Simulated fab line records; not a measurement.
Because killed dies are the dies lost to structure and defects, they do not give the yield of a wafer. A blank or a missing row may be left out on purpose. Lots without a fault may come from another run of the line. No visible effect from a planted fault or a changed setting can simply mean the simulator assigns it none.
Chamber matching + flow nand_harc + 3 sister chambers for NHARC_P_ZERO_WELL_DESCUM_54 on rie_diel-05
The step chemistry O2, time 3 s. 14 wafers are shown with their chamber, then 6 later ones without.

== WAFERS, EACH WITH ITS CHAMBER ==
| wafer  | chamber | drypump_motor_current_A (A) | showerhead_plenum_p_Torr (Torr) | oes_product_au (a.u.) |
|--------|---------|-----------------------------|---------------------------------|-----------------------|
| L079.4 | 3       | 5.2                         | 1.96                            | 1.014                 |
| L079.5 | 1       | 6.2                         | 2.02                            | 0.990                 |
| L079.6 | 0       | 6.7                         | 1.81                            | 1.005                 |
| L082.1 | 1       | 6.2                         | 2.02                            | 0.993                 |
| L082.3 | 0       | 6.8                         | 1.80                            | 1.005                 |
| L082.4 | 3       | 5.2                         | 1.95                            | 1.001                 |
| L083.2 | 0       | 6.7                         | 1.80                            | 1.010                 |
| L083.3 | 3       | 5.2                         | 1.95                            | 1.018                 |
| L083.4 | 1       | 6.2                         | 2.02                            | 0.985                 |
| L084.3 | 1       | 6.2                         | 2.02                            | 0.986                 |
| L084.4 | 3       | 5.2                         | 1.95                            | 1.005                 |
| L084.5 | 0       | 6.7                         | 1.80                            | 0.996                 |
| L086.3 | 3       | 5.2                         | 1.95                            | 1.010                 |
| L086.5 | 3       | 5.2                         | 1.95                            | 1.018                 |

SIGNATURES, as means of the wafers listed above
| reading                  | chamber 0 | chamber 1 | chamber 3 | scatter within a chamber |
|--------------------------|-----------|-----------|-----------|--------------------------|
| drypump_motor_current_A  | 6.725     | 6.200     | 5.200     | 0.0261                   |
| showerhead_plenum_p_Torr | 1.8025    | 2.0200    | 1.9517    | 0.00379                  |
| oes_product_au           | 1.00400   | 0.98850   | 1.01100   | 0.00593                  |
Rule: a wafer's distance from a chamber is the root of the sum, over the readings, of the square of ((its reading less the chamber's mean) divided by the reading's scatter). If the next closest chamber is less than 2 further off than the closest, the wafer can't be placed; otherwise it belongs to the closest. The scatter: the root of (the sum of the squares of (reading less its chamber's mean) over the shown wafers, divided by (wafers less chambers)).

== WAFERS WITH NO CHAMBER GIVEN ==
| wafer  | drypump_motor_current_A (A) | showerhead_plenum_p_Torr (Torr) | oes_product_au (a.u.) |
|--------|-----------------------------|---------------------------------|-----------------------|
| L090.4 | 6.7                         | 1.80                            | 1.010                 |
| L090.5 | 6.6                         | 1.79                            | 0.993                 |
| L090.6 | 6.2                         | 2.01                            | 0.987                 |
| L093.2 | 6.2                         | 2.01                            | 0.988                 |
| L093.4 | 5.2                         | 1.94                            | 1.011                 |
| L093.5 | 6.2                         | 2.01                            | 0.995                 |

== WHICH CHAMBER EACH ONE RAN IN ==
| wafer  | from the rows above | in truth |
|--------|---------------------|----------|
| L090.4 | 0                   | 0        |
| L090.5 | 0                   | 0        |
| L090.6 | 1                   | 1        |
| L093.2 | 1                   | 1        |
| L093.4 | 3                   | 3        |
| L093.5 | 1                   | 1        |
6 of 6 placed correctly. Left unplaced by these rows: 0. Number placed wrongly: 0.
